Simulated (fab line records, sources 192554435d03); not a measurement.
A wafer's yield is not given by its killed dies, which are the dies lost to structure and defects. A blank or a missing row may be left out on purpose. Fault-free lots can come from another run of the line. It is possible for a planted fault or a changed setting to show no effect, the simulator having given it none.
fab line records | flow n5Finfet
record lots=11 | wafers=33 | lastDay=19
route steps=1938 shown SD_EPI_N@275 PASSIVATION@1936
lots with no fault: from the same line, run without faults
startH: hours from the record's first day to the start of the lot's first wafer shown | waitH: hours elapsed since this lot's preceding step | " the same as in the row above | L1.1+2: a row that stands for several wafers | - value missing, or start not given | * or withheld: withheld | < > ~ a bound
route shown NAME@n: names a module that has steps shown in the file, with the first one's number in the route | usual: the fault-free wafers' mean and standard deviation | same: alike in all rows | chamber/n: place in a boat | sites: the reading at each site | _std_site: standard deviation across them | _edge_site: outer sites' mean less inner sites' | radiusMm: how far each site lies from the wafer's centre | mask NAME#n: copy n | behind: the tool/chamber that last shaped the wafer | hold: reason for holding the lot/hours on hold/outcome of the hold | device: transistor that didn't switch, given as n, p or np | end of line: at the end of the route, the tests of the same wafers | for a step that has no rows: nothing shown but its recipe | killed: not the wafer's yield, but the dies lost to structure and defects at the first sort | map: a wafer's dies, x killed, . not, _ none there
set.NAME: the setting the step ran with; set.NAME@STEP: the setting that earlier step ran with | model.NAME: the simulator's own value behind a step, which no gauge read
the route's steps for a sample of lots (tables are steps, rows are wafers)
services: when a tool's chamber went out of use (startH, in hours from the record's first day, below 0 if earlier), for how many hours, and the reason
## steps
# step N5_SD_EPI_N_ETCH_35
# recipe chemistry=N2/H2 | target=SOC | overetchA=1080 | maskMaterial=SiARC | tempC=40 | ionEnergyEv=100 | sourceW=3000 | biasW=133 | pressureMtorr=20 | timeS=486 | n2FlowSccm=200 | h2FlowSccm=200
# usual drypumpMotorCurrentA=5.7/0.41 | oesProductAu=0.72/0.09 | rfVppV=240.6/1.7 | showerheadPlenumPTorr=2.53/0.11 | throttleValvePct=23.8/0.34
lot.wafer | tool       | chamber | startH | waitH | drypumpMotorCurrentA | oesProductAu | rfHoursCounterH | rfVppV | showerheadPlenumPTorr | throttleValvePct
L940.2    | rieDiel-05 | 0       | 61.36  | 0.0   | 5.5                  | 0.74         | 76              | 237.4  | 2.38                  | 24.2
L940.3    | "          | 3       | "      | "     | 5.5                  | 0.65         | 198             | 241.8  | 2.64                  | 23.7
L940.5    | "          | 0       | "      | "     | 5.5                  | 0.75         | -               | 238.3  | 2.38                  | 24.2
L941.2    | rieDiel-03 | 0       | 68.13  | 0.0   | 5.7                  | 0.63         | 228             | 238.0  | 2.40                  | 23.7
L941.4    | "          | 3       | "      | "     | 6.4                  | 0.66         | 146             | 241.1  | 2.52                  | 23.2
L941.6    | "          | 0       | "      | "     | 5.6                  | 0.64         | -               | 239.4  | 2.40                  | 23.7
L942.1    | rieDiel-01 | 3       | 74.23  | 0.0   | 6.5                  | 0.61         | 248             | 239.1  | 2.39                  | 24.1
L942.4    | "          | 1       | "      | "     | 5.8                  | 0.85         | 16              | 239.5  | 2.51                  | 24.0
L942.6    | "          | 2       | "      | "     | 5.1                  | 0.62         | -               | 241.5  | 2.48                  | 23.4
L943.1    | rieDiel-01 | 3       | 79.34  | 0.0   | 6.4                  | 0.61         | 250             | 239.6  | 2.39                  | 24.1
L943.2    | "          | 1       | "      | "     | 5.9                  | 0.85         | 18              | 240.2  | 2.51                  | 24.0
L943.4    | "          | 0       | "      | "     | 5.7                  | 0.62         | 241             | 241.5  | 2.50                  | 24.1
L944.1    | rieDiel-05 | 3       | 86.24  | 0.0   | 5.5                  | 0.63         | 206             | 240.8  | 2.63                  | 23.7
L944.3    | "          | 1       | "      | "     | 5.5                  | 0.62         | 236             | 240.2  | 2.51                  | 24.3
L944.4    | "          | 2       | "      | "     | 5.6                  | 0.82         | 20              | 243.0  | 2.68                  | 23.6
L953.1    | rieDiel-03 | 0       | 137.22 | 0.0   | 5.6                  | 0.62         | 250             | 239.8  | 2.39                  | 23.8
L953.2    | "          | 3       | "      | "     | 6.4                  | 0.64         | 169             | 240.1  | 2.51                  | 23.2
L953.4    | "          | 1       | "      | "     | 5.5                  | 0.80         | 32              | 243.5  | 2.72                  | 24.1
L957.2    | rieDiel-01 | 0       | 164.25 | 0.0   | 5.7                  | 0.81         | 18              | 239.7  | 2.49                  | 23.8
L957.4    | "          | 3       | "      | "     | 6.5                  | 0.80         | 26              | 242.4  | 2.69                  | 23.8
L957.6    | "          | 3       | "      | "     | 6.5                  | 0.80         | -               | 242.1  | 2.69                  | 23.8
L958.3    | rieDiel-03 | 3       | 169.90 | 0.2   | 6.4                  | 0.64         | -               | 241.4  | 2.50                  | 23.3
L958.4    | "          | 1       | "      | "     | 5.5                  | 0.78         | -               | 241.8  | 2.71                  | 24.1
L958.5    | "          | 1       | "      | "     | 5.5                  | 0.78         | -               | 241.8  | 2.71                  | 24.2
L959.1    | rieDiel-05 | 0       | 173.86 | 0.0   | 5.5                  | 0.70         | 115             | 237.4  | 2.36                  | 24.2
L959.3    | "          | 3       | "      | "     | 5.5                  | 0.62         | 237             | 241.7  | 2.62                  | 23.8
L959.4    | "          | 1       | "      | "     | 5.6                  | 0.84         | 7               | 240.2  | 2.50                  | 23.9
L960.1    | rieDiel-05 | 1       | 185.71 | 0.0   | 5.6                  | 0.82         | 12              | 239.0  | 2.50                  | 23.9
L960.3    | "          | 2       | "      | "     | 5.6                  | 0.76         | 55              | 242.8  | 2.66                  | 23.6
L960.4    | "          | 0       | "      | "     | 5.6                  | 0.69         | 119             | 237.9  | 2.36                  | 24.2
L961.1    | rieDiel-01 | 3       | 187.42 | 0.0   | 6.5                  | 0.78         | 34              | 242.9  | 2.69                  | 23.8
L961.3    | "          | 2       | "      | "     | 5.1                  | 0.83         | 17              | 240.0  | 2.47                  | 23.1
L961.6    | "          | 2       | "      | "     | 5.1                  | 0.82         | -               | 239.6  | 2.47                  | 23.1
# step N5_SD_EPI_N_SD_RECESS_17
# recipe chemistry=HBr/Cl2/O2 | targetDepthA=410 | maskMaterial=SOC | timeS=23.7 | btTimeS=3 | pressureMtorr=10 | icpW=800 | biasW=112 | HBr_flow_sccm=150 | Cl2_flow_sccm=80 | O2_flow_sccm=12
# usual drypumpMotorCurrentA=5.8/0.44 | oesProductAu=0.996/0.014 | throttleValvePct=37.1/0.34
lot.wafer | tool     | chamber | startH | waitH | drypumpMotorCurrentA | oesProductAu | rfHoursCounterH | throttleValvePct
L940.2    | rieSi-02 | 2       | 61.95  | 0.0   | 5.8                  | 0.982        | 102             | 37.5
L940.3    | "        | 3       | "      | "     | 5.5                  | 0.996        | 175             | 37.4
L940.5    | "        | 1       | "      | "     | 6.4                  | 1.018        | -               | 37.5
L941.2    | rieSi-01 | 0       | 68.73  | 0.0   | 6.0                  | 1.001        | 169             | 37.2
L941.4    | "        | 2       | "      | "     | 5.9                  | 1.005        | 187             | 37.0
L941.6    | "        | 1       | "      | "     | 6.3                  | 1.001        | -               | 36.7
L942.1    | rieSi-02 | 0       | 74.82  | 0.0   | 5.4                  | 1.014        | 71              | 37.5
L942.4    | "        | 1       | "      | "     | 6.4                  | 1.022        | 2               | 37.5
L942.6    | "        | 3       | "      | "     | 5.5                  | 0.999        | -               | 37.4
L943.1    | rieSi-02 | 3       | 79.93  | 0.0   | 5.5                  | 1.000        | 175             | 37.4
L943.2    | "        | 1       | "      | "     | 6.4                  | 1.023        | 2               | 37.5
L943.4    | "        | 2       | "      | "     | 5.8                  | 0.974        | 102             | 37.5
L944.1    | rieSi-04 | 0       | 86.83  | 0.0   | 6.4                  | 0.978        | 9               | 36.7
L944.3    | "        | 1       | "      | "     | 4.9                  | 0.992        | 61              | 37.0
L944.4    | "        | 3       | "      | "     | 4.9                  | 0.994        | 149             | 37.2
L953.1    | rieSi-04 | 2       | 137.82 | 0.0   | 6.0                  | 1.014        | 7               | 36.5
L953.2    | "        | 3       | "      | "     | 4.9                  | 0.995        | 150             | 37.2
L953.4    | "        | 1       | "      | "     | 4.9                  | 0.992        | 62              | 37.1
L957.2    | rieSi-01 | 2       | 164.85 | 0.0   | 5.9                  | 0.999        | 189             | 37.0
L957.4    | "        | 1       | "      | "     | 6.3                  | 0.995        | -               | 36.7
L957.6    | "        | 0       | "      | "     | 5.9                  | 0.989        | -               | 37.2
L958.3    | rieSi-01 | 1       | 170.62 | 0.0   | 6.3                  | 0.990        | 100             | 36.7
L958.4    | "        | 2       | "      | "     | 5.8                  | 1.003        | -               | 37.0
L958.5    | "        | 0       | "      | "     | 6.0                  | 1.004        | -               | 37.2
L959.1    | rieSi-01 | 1       | 174.45 | 0.0   | 6.3                  | 0.987        | 100             | 36.6
L959.3    | "        | 2       | "      | "     | 5.8                  | 1.003        | 189             | 37.0
L959.4    | "        | 1       | "      | "     | 6.3                  | 0.987        | -               | 36.6
L960.1    | rieSi-01 | 3       | 186.30 | 0.0   | 5.8                  | 0.974        | 78              | 36.7
L960.3    | "        | 0       | "      | "     | 6.0                  | 1.002        | 171             | 37.2
L960.4    | "        | 1       | "      | "     | 6.3                  | 0.977        | 100             | 36.6
L961.1    | rieSi-01 | 3       | 188.01 | 0.0   | 5.8                  | 0.976        | 78              | 36.7
L961.3    | "        | 2       | "      | "     | 5.8                  | 1.011        | 189             | 37.0
L961.6    | "        | 1       | "      | "     | 6.3                  | 0.985        | -               | 36.6
# step N5_SD_EPI_N_STRIP_38
# recipe chemistry=N2/H2 | powerW=1000 | tempC=250 | h2Frac=0.65 | overashFraction=0.3 | pressureMtorr=withheld | n2FlowSccm=1750 | h2FlowSccm=3250
# usual drypumpMotorCurrentA=6.08/0.12 | heaterPowerW=318/31 | oesProductAu=0.759/0.011
lot.wafer | tool           | chamber | startH | waitH | drypumpMotorCurrentA | heaterPowerW | oesProductAu | rfHoursCounterH
L940.2    | plasmaAsher-02 | 1       | 62.17  | 0.2   | 6.15                 | 339          | 0.752        | 82
L940.3    | "              | 1       | "      | "     | 6.15                 | 336          | 0.769        | -
L940.5    | "              | 1       | "      | "     | 6.14                 | 333          | 0.753        | -
L941.2    | plasmaAsher-02 | 1       | 68.82  | 0.1   | 6.15                 | 338          | 0.770        | 85
L941.4    | "              | 0       | "      | "     | 6.00                 | 290          | 0.791        | -
L941.6    | "              | 0       | "      | "     | 5.98                 | 290          | 0.737        | -
L942.1    | plasmaAsher-02 | 1       | 74.92  | 0.1   | 6.13                 | 333          | 0.757        | 86
L942.4    | "              | 0       | "      | "     | 6.06                 | 286          | 0.774        | -
L942.6    | "              | 1       | "      | "     | 6.14                 | 340          | 0.763        | -
L943.1    | plasmaAsher-01 | 0       | 80.03  | 0.1   | 6.26                 | 290          | 0.756        | 41
L943.2    | "              | 1       | "      | "     | 5.95                 | 356          | 0.764        | 41
L943.4    | "              | 0       | "      | "     | 6.28                 | 288          | 0.766        | -
L944.1    | plasmaAsher-02 | 0       | 86.93  | 0.1   | 5.97                 | 289          | 0.754        | 89
L944.3    | "              | 0       | "      | "     | 5.98                 | 285          | 0.748        | -
L944.4    | "              | 1       | "      | "     | 6.15                 | 347          | 0.780        | -
L953.1    | plasmaAsher-02 | 1       | 137.95 | 0.1   | 6.14                 | 341          | 0.769        | 102
L953.2    | "              | 0       | "      | "     | 5.99                 | 292          | 0.752        | 102
L953.4    | "              | 0       | "      | "     | 5.99                 | 284          | 0.743        | -
L957.2    | plasmaAsher-01 | 1       | 164.95 | 0.1   | 5.89                 | 354          | 0.754        | 56
L957.4    | "              | 0       | "      | "     | 6.24                 | 295          | 0.747        | -
L957.6    | "              | 1       | "      | "     | 5.96                 | 355          | 0.743        | -
L958.3    | plasmaAsher-01 | 0       | 170.78 | 0.1   | 6.28                 | 288          | 0.771        | -
L958.4    | "              | 1       | "      | "     | 5.89                 | 362          | 0.776        | -
L958.5    | "              | 1       | "      | "     | 5.88                 | 355          | 0.779        | -
L959.1    | plasmaAsher-02 | 0       | 174.55 | 0.1   | 6.02                 | 287          | 0.759        | 108
L959.3    | "              | 0       | "      | "     | 6.04                 | 285          | 0.754        | -
L959.4    | "              | 1       | "      | "     | 6.15                 | 337          | 0.760        | -
L960.1    | plasmaAsher-01 | 1       | 186.40 | 0.1   | 5.91                 | 362          | 0.764        | 60
L960.3    | "              | 1       | "      | "     | 5.98                 | 361          | 0.737        | -
L960.4    | "              | 0       | "      | "     | 6.25                 | 294          | 0.761        | -
L961.1    | plasmaAsher-01 | 0       | 188.11 | 0.1   | 6.25                 | 290          | 0.757        | 60
L961.3    | "              | 1       | "      | "     | 5.90                 | 361          | 0.775        | -
L961.6    | "              | 1       | "      | "     | 5.90                 | 352          | 0.776        | -
# step N5_SD_EPI_N_PRECLEAN_49
# recipe chemistry=NF3:NH3 | afsCycles=1 | tempC=30 | timeS=20 | sublimationTempC=180 | sublimationTimeS=60 | pressureTorr=3 | rfPowerW=30
# usual timeS=20/0
lot.wafer | tool            | chamber | startH | waitH | timeS
L940.2    | remotePlasma-02 | 1       | 64.92  | 0.1   | 20
L940.3    | "               | 1       | "      | "     | 20
L940.5    | "               | 1       | "      | "     | 20
L941.2    | remotePlasma-01 | 1       | 71.59  | 0.1   | 20
L941.4    | "               | 1       | "      | "     | 20
L941.6    | "               | 1       | "      | "     | 20
L942.1    | remotePlasma-02 | 1       | 78.37  | 0.0   | 20
L942.4    | "               | 1       | "      | "     | 20
L942.6    | "               | 1       | "      | "     | 20
L943.1    | remotePlasma-02 | 0       | 85.80  | 0.0   | 23.633
L943.2    | "               | 0       | "      | "     | 23.633
L943.4    | "               | 0       | "      | "     | 23.633
L944.1    | remotePlasma-01 | 1       | 90.40  | 0.0   | 20
L944.3    | "               | 1       | "      | "     | 20
L944.4    | "               | 1       | "      | "     | 20
L953.1    | remotePlasma-01 | 0       | 141.42 | 0.0   | 20
L953.2    | "               | 0       | "      | "     | 20
L953.4    | "               | 0       | "      | "     | 20
L957.2    | remotePlasma-01 | 0       | 167.69 | 0.1   | 20
L957.4    | "               | 0       | "      | "     | 20
L957.6    | "               | 0       | "      | "     | 20
L958.3    | remotePlasma-02 | 0       | 173.55 | 0.1   | 20
L958.4    | "               | 0       | "      | "     | 20
L958.5    | "               | 0       | "      | "     | 20
L959.1    | remotePlasma-02 | 0       | 177.26 | 0.0   | 20
L959.3    | "               | 0       | "      | "     | 20
L959.4    | "               | 0       | "      | "     | 20
L960.1    | remotePlasma-02 | 1       | 189.11 | 0.0   | 20
L960.3    | "               | 1       | "      | "     | 20
L960.4    | "               | 1       | "      | "     | 20
L961.1    | remotePlasma-02 | 1       | 190.82 | 0.0   | 20
L961.3    | "               | 1       | "      | "     | 20
L961.6    | "               | 1       | "      | "     | 20
# step N5_PASSIVATION_PROBE_49
# usual killed_at_M0_to_M3=33/11 | killed_at_M4_up=14/5 | killedAtContacts=11/7.3 | killedAtFrontEnd=43/12 | killedAtOther=4/3.1 | killedDies=106/17 | killedOpen=69/13 | killedShort=34/8.7
# same grossDies=1180 | killedAtBackSide=0
lot.wafer | tool      | chamber | startH | waitH | killed_at_M0_to_M3 | killed_at_M4_up | killedAtContacts | killedAtFrontEnd | killedAtOther | killedDies | killedOpen | killedShort
L944.1    | prober-01 | -       | 349.13 | 0.0   | 37                 | 25              | 12               | 32               | 6             | 112        | 81         | 31
L953.1    | prober-01 | -       | 389.84 | 0.0   | 34                 | 10              | 5                | 52               | 1             | 102        | 71         | 30
L953.2    | prober-01 | -       | 389.89 | 0.1   | 16                 | 22              | 11               | 70               | 8             | 127        | 88         | 33
L953.4    | prober-01 | -       | 389.99 | 0.2   | 39                 | 11              | 11               | 63               | 11            | 135        | 88         | 40
# killed by level:class
L944.1 BEOL_M4:geometricParticle:open=12 MOL_CONTACT_COAG:geometricParticle:open=11 BEOL_M3:geometricParticle:open=11 BEOL_M2:geometricParticle:open=9 STI_FIN_REVEAL:geometricParticle:open=8 BEOL_M0_SAQP:geometricParticle:short=7 FIN_SAQP:geometricParticle:open=6 FIN_SAQP:geometricParticle:short=6
L953.1 STI_FIN_REVEAL:geometricParticle:open=21 FIN_SAQP:geometricParticle:short=12 FIN_SAQP:geometricParticle:open=9 BEOL_M2:geometricParticle:open=8 BEOL_M0_SAQP:geometricParticle:open=6 BEOL_M3:geometricParticle:open=6 BEOL_M0:geometricParticle:open=4 STI_FIN_REVEAL:geometricParticle:short=3
L953.2 STI_FIN_REVEAL:geometricParticle:open=26 FIN_SAQP:geometricParticle:open=17 MOL_CONTACT_COAG:geometricParticle:open=8 FIN_SAQP:geometricParticle:short=7 STI_FIN_REVEAL:geometricParticle:short=7 BEOL_M4:geometricParticle:open=6 BEOL_M5:geometricParticle:open=5 BEOL_M0_SAQP:geometricParticle:open=4
L953.4 STI_FIN_REVEAL:geometricParticle:open=23 FIN_SAQP:geometricParticle:open=16 BEOL_M0_SAQP:geometricParticle:open=12 FIN_SAQP:geometricParticle:short=11 MOL_CONTACT_COAG:geometricParticle:open=9 BEOL_M2:geometricParticle:open=7 BEOL_M3:geometricParticle:open=5 BEOL_M4:geometricParticle:open=4
## services
tool            | chamber | startH | hours | kind
rieDiel-05      | -       | 44.27  | 2.8   | pm
plasmaAsher-01  | -       | 53.54  | 17.2  | repair
rieDiel-03      | 2       | 54.26  | 1.3   | repair
rieDiel-01      | 2       | 61.20  | 4.2   | repair
rieDiel-01      | 3       | 80.59  | -     | clean
rieDiel-01      | 3       | 80.59  | -     | consumableReplace:focusRing
rieDiel-01      | 3       | 80.59  | -     | consumableReplace:showerhead
rieDiel-01      | 3       | 80.59  | 19.0  | scheduledDown
rieDiel-01      | 3       | 80.59  | 19.0  | ventCycle
remotePlasma-02 | -       | 81.04  | 0.4   | repair
plasmaAsher-01  | -       | 85.42  | 2.8   | pm
plasmaAsher-01  | -       | 95.43  | 3.5   | repair
rieSi-01        | -       | 102.54 | 0.1   | repair
rieSi-01        | -       | 118.19 | 2.1   | repair
plasmaAsher-01  | -       | 128.60 | 21.9  | repair
rieSi-01        | 2       | 139.50 | 6.2   | repair
plasmaAsher-02  | -       | 150.53 | 14.6  | pm
rieSi-04        | 0       | 151.27 | 7.4   | repair
rieSi-01        | 3       | 154.02 | 22.7  | repair
rieDiel-03      | 2       | 165.53 | 5.8   | repair
rieSi-01        | 2       | 167.02 | 1.7   | repair
remotePlasma-02 | -       | 168.18 | 0.4   | repair
plasmaAsher-02  | -       | 169.99 | 1.7   | repair
rieSi-01        | 0       | 180.27 | 3.8   | repair
## key
firstSign step=N5_SD_EPI_N_PRECLEAN_49 | reading=timeS | direction=up | sigmas=99+ | usual=* | struck=*
effect none on later readings
metAt N5_SD_EPI_N_PRECLEAN_49
struckLots L943
struckWafers L943.1,L943.2,L943.4
testerLeftOut L943
notActingAt N5_SD_EPI_N_ETCH_35,N5_SD_EPI_N_SD_RECESS_17,N5_SD_EPI_N_STRIP_38
fault kind=processParameterDrift | tool=remotePlasma-02 | chamber=0 | onsetH=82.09 | steps=N5_SD_EPI_N_PRECLEAN_49 | channel=timeS | offset=* | shape=step | endH=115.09 | actsIn=* | stated=*
# testerLeftOut: of these lots the tester's yield and bins aren't shown, on N5 and GAA mostly nor the transistor test; their killed dies are dies lost to structure and defects alone, not to doping, threshold or leakage, so they don't give the yield
